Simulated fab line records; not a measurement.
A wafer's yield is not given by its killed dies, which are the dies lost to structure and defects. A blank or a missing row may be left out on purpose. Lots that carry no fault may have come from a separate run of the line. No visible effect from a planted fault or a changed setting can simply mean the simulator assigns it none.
Which tool is to blame?	flow nand_harc	13 lots with 39 wafers sampled at 5 steps, on a route of 1302 steps

== WHAT THE GAUGES SHOWED, per wafer ==
No reading from a measuring or inspecting step in the record can be judged against a usual standard deviation.

== WHAT TOOL EACH LOT RAN ON (gives the tool, then ch and the chambers of the sampled wafers, and finally the start) ==
lot	NHARC_P_CONTACT_ETCH_31	NHARC_P_CONTACT_DEGAS_38	NHARC_P_CONTACT_CMP_24	NHARC_P_M0_ECD_22	NHARC_P_M0_CMP_23
L398	rie_diel-06 ch 0,2,3, day 5 23:29 or earlier	pvd_sputter-03, day 5 23:29	cmp-04 ch 2,3, day 6 00:37	ecd_cu-02 ch 0,1, day 6 03:34	cmp-01 ch 0,2, day 6 04:16
L399	rie_diel-06 ch 0,2,3, day 6 07:25 or earlier	pvd_sputter-03, day 6 07:25	cmp-02 ch 0,2,3, day 6 08:30	ecd_cu-02 ch 0,1, day 6 11:31	cmp-01 ch 1,2,3, day 6 12:16
L400	rie_diel-04 ch 1,2,3, day 6 13:51 or earlier	pvd_sputter-03, day 6 13:51	cmp-03 ch 0,1, day 6 14:56	ecd_cu-02 ch 0,1, day 6 17:48	cmp-04 ch 1,2,3, day 6 18:28
L403	rie_diel-06 ch 1,2,3, day 7 21:26 or earlier	pvd_sputter-03, day 7 21:26	cmp-03 ch 2,3, day 7 22:32	ecd_cu-02 ch 0,1, day 8 02:00	cmp-01 ch 1,2,3, day 8 02:43
L411	rie_diel-04 ch 0,1,2, day 11 14:52 or earlier	pvd_sputter-01, day 11 14:52	cmp-03 ch 1,2,3, day 11 15:59	ecd_cu-02 ch 0,1, day 11 18:48	cmp-01 ch 0,2, day 11 19:35
L413	rie_diel-03 ch 0,1, day 12 01:46 or earlier	pvd_sputter-03, day 12 01:46	cmp-02 ch 0,1,3, day 12 02:50	ecd_cu-02 ch 0, day 12 05:40	cmp-04 ch 0,1,2, day 12 06:25
L414	rie_diel-04 ch 0,1,3, day 12 15:32 or earlier	pvd_sputter-03, day 12 15:32	cmp-02 ch 1,2,3, day 12 16:37	ecd_cu-01 ch 1, day 12 19:26	cmp-04 ch 2,3, day 12 20:06
L415	rie_diel-04 ch 1,2,3, day 13 00:07 or earlier	pvd_sputter-03, day 13 00:07	cmp-04 ch 1,3, day 13 01:13	ecd_cu-02 ch 0,1, day 13 03:52	cmp-03 ch 0,2, day 13 04:36
L417	rie_diel-04 ch 0,2,3, day 13 16:05 or earlier	pvd_sputter-01, day 13 16:05	cmp-04 ch 0,2,3, day 13 17:12	ecd_cu-01 ch 0,1, day 13 19:57	cmp-03 ch 0,1, day 13 20:41
L416	rie_diel-03 ch 0,1,3, day 13 16:28 or earlier	pvd_sputter-02, day 13 16:28	cmp-03 ch 0,1, day 13 17:35	ecd_cu-02 ch 0,1, day 13 20:28	cmp-01 ch 0,1,2, day 13 21:06
L418	rie_diel-06 ch 1,2, day 14 12:37 or earlier	pvd_sputter-01, day 14 12:37	cmp-04 ch 1,2,3, day 14 13:46	ecd_cu-02 ch 0,1, day 14 16:35	cmp-03 ch 1,2,3, day 14 17:14
L421	rie_diel-06 ch 0,1, day 15 13:37 or earlier	pvd_sputter-02, day 15 13:37	cmp-03 ch 1,2,3, day 15 14:49	ecd_cu-01 ch 0,1, day 15 17:32	cmp-01 ch 0,2,3, day 15 18:20
L420	rie_diel-03 ch 1,3, day 15 14:25 or earlier	pvd_sputter-02, day 15 14:25	cmp-04 ch 0,2,3, day 15 15:30	ecd_cu-02 ch 0, day 15 18:19	cmp-01 ch 1,2,3, day 15 19:01
- NHARC_P_CONTACT_ETCH_31: etches the open film in CH3F/O2, target depth 30 nm, time 85.7 s.
- NHARC_P_CONTACT_DEGAS_38: time 60 s.
- NHARC_P_CONTACT_CMP_24: polishes, t overpolish 30 s, target thk 200 nm.
- NHARC_P_M0_ECD_22: material Cu, target thk 400 nm.
- NHARC_P_M0_CMP_23: polishes, t overpolish 20 s, target thk 117.54 nm.

== WHAT THE TOOLS THEMSELVES READ (means of the sampled wafers that have a number; where no wafer has one, the mark that the record gives instead) ==
NHARC_P_CONTACT_ETCH_31. Usual: drypump_motor_current_A 5.8 A, standard deviation 0.51; oes_product_au 0.978 a.u., standard deviation 0.011; rf_fwd_power_W 495.8 W, standard deviation 2; rf_vpp_V 243.4 V, standard deviation 1.4; showerhead_plenum_p_Torr 2.39 Torr, standard deviation 0.087; throttle_valve_pct 20.663 %, standard deviation 0.009.
lot	tool	drypump_motor_current_A (A)	oes_product_au (a.u.)	rf_fwd_power_W (W)	rf_vpp_V (V)	showerhead_plenum_p_Torr (Torr)	throttle_valve_pct (%)	flag
L398	rie_diel-06	6.0	0.981	495.5	243.5	2.36	20.671	
L399	rie_diel-06	5.9	0.974	494.7	242.8	2.36	20.664	
L400	rie_diel-04	6.1	0.963	497.2	243.0	2.35	20.665	
L403	rie_diel-06	5.9	0.965	494.8	243.8	2.43	20.659	
L411	rie_diel-04	5.9	0.982	495.9	243.1	2.35	20.670	
L413	rie_diel-03	4.9	0.970	496.6	243.0	2.37	20.659	
L414	rie_diel-04	6.0	0.977	496.1	243.4	2.36	20.660	
L415	rie_diel-04	6.1	0.953	496.5	242.3	2.35	20.665	
L417	rie_diel-04	5.9	0.987	496.7	242.8	2.38	20.667	
L416	rie_diel-03	5.0	0.981	497.1	244.0	2.44	20.659	
L418	rie_diel-06	6.0	0.982	496.5	243.9	2.53	20.656	
L421	rie_diel-06	5.8	0.975	495.0	244.2	2.48	20.667	
L420	rie_diel-03	5.1	0.966	496.2	244.9	2.50	20.662	

NHARC_P_CONTACT_DEGAS_38. Usual: heater_power_w 452 W, standard deviation 47.
lot	tool	heater_power_w (W)	flag
L398	pvd_sputter-03	466	
L399	pvd_sputter-03	430	
L400	pvd_sputter-03	439	
L403	pvd_sputter-03	449	
L411	pvd_sputter-01	459	
L413	pvd_sputter-03	428	
L414	pvd_sputter-03	428	
L415	pvd_sputter-03	397	
L417	pvd_sputter-01	422	
L416	pvd_sputter-02	531	
L418	pvd_sputter-01	436	
L421	pvd_sputter-02	524	
L420	pvd_sputter-02	508	

NHARC_P_CONTACT_CMP_24. Usual: motor_current_A 12.0 A, standard deviation 1.2; overpolish_run_s 30.001 s, standard deviation 0.0097; slurry_flow_ml_min 150.0, standard deviation 0.46; time_to_endpoint_s 39.4 s, standard deviation 2.3.
lot	tool	motor_current_A (A)	overpolish_run_s (s)	slurry_flow_ml_min	time_to_endpoint_s (s)	flag
L398	cmp-04	12.6	29.989	150.3	38.7	
L399	cmp-02	11.7	29.992	149.9	38.2	
L400	cmp-03	12.5	29.998	150.5	41.5	
L403	cmp-03	12.7	29.997	150.0	39.9	
L411	cmp-03	12.9	30.005	150.1	42.1	
L413	cmp-02	11.3	30.007	150.0	38.9	
L414	cmp-02	10.8	30.009	149.9	39.1	
L415	cmp-04	10.9	30.006	150.3	40.3	
L417	cmp-04	11.8	29.999	150.5	38.5	
L416	cmp-03	12.7	30.002	149.6	38.4	
L418	cmp-04	12.1	29.993	149.4	37.5	
L421	cmp-03	12.9	30.004	150.1	40.2	
L420	cmp-04	11.7	30.001	150.0	36.8	

NHARC_P_M0_CMP_23. Usual: motor_current_A 12.0 A, standard deviation 0.95; slurry_flow_ml_min 150.0, standard deviation 0.5; time_to_endpoint_s 28.9 s, standard deviation 2.3.
lot	tool	motor_current_A (A)	slurry_flow_ml_min	time_to_endpoint_s (s)	flag
L398	cmp-01	11.8	149.9	31.1	
L399	cmp-01	11.6	150.3	30.4	
L400	cmp-04	12.4	149.6	27.7	
L403	cmp-01	11.8	150.5	22.2	
L411	cmp-01	11.5	149.5	28.5	
L413	cmp-04	11.5	149.8	31.7	
L414	cmp-04	13.0	150.5	26.6	
L415	cmp-03	12.2	149.7	29.2	
L417	cmp-03	12.4	149.9	29.9	
L416	cmp-01	12.0	150.3	25.2	
L418	cmp-03	13.0	150.0	28.7	
L421	cmp-01	11.8	150.1	29.2	
L420	cmp-01	11.9	150.2	30.8	

== THE ANSWER, worked out from the rows above alone ==
Rule: a lot is off if the mean of its wafers that have a number lies more than 3 standard deviations from the usual mean. Also off: a lot with no number at a reading for which 4 or more lots have one. Where the step has rows for the other lots, those lots are counted as sound. After the gauges, taken in route order, come the tools' own readings; for these a lot's mean is taken, as printed above. At the first step where some lot is off, the reading lying furthest off is the one used; lots without a number count as furthest.
None of the lots is off at any reading shown; this tells nothing.

== WHAT THE SIMULATOR PUT IN ==
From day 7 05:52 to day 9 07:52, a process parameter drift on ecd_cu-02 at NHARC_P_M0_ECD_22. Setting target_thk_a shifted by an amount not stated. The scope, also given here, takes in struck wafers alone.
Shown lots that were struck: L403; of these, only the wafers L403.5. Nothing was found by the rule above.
